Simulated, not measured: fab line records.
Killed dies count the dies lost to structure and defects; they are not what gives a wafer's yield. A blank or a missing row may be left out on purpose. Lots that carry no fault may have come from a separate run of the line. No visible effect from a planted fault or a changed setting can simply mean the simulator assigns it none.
Matching of chambers -- flow n5_finfet -- N5_BEOL_M3_ILD_DEP_00 on pecvd-01: 3 sister chambers
The step deposits SiOC from DEMS/O2, target thk 79 nm, time 15.3 s. 3 wafers are shown with their chamber, then 10 later ones without.

## WAFERS, EACH WITH ITS CHAMBER
wafer,chamber,throttle_valve_pct (%)
L086.3,1,11.3
L093.1,2,11.7
L093.3,0,13.5

## WAFERS MISSING THEIR CHAMBER
wafer,throttle_valve_pct (%)
L093.5,13.5
L094.1,11.3
L094.2,11.9
L094.4,11.5
L095.2,11.2
L095.4,11.3
L095.6,11.5
L097.4,11.2
L097.5,11.6
L097.6,11.3

## CHAMBER TAKEN BY EACH
wafer,from the rows above,in truth
L093.5,0,0
L094.1,1,1
L094.2,2,2
L094.4,can't be placed: 1 or 2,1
L095.2,1,1
L095.4,1,1
L095.6,can't be placed: 1 or 2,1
L097.4,1,1
L097.5,can't be placed: 2 or 1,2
L097.6,1,1
Correctly placed: 7 of 10. Not placeable from these rows: 3 (in 3, the candidates include the true chamber). Placed wrongly: 0.
How it was worked out, from the rows above alone: a wafer's distance from a chamber is the root of the sum, over the readings, of the square of ((its reading less the chamber's mean) divided by the reading's scatter). The wafer belongs to the nearest chamber; if the next one is less than 2 further off, it can't be placed. Each chamber's mean is taken over the wafers shown for it. The scatter (one wafer shown for each chamber): square how far every hidden wafer sits from the nearest shown wafer, average those squares and take the square root.
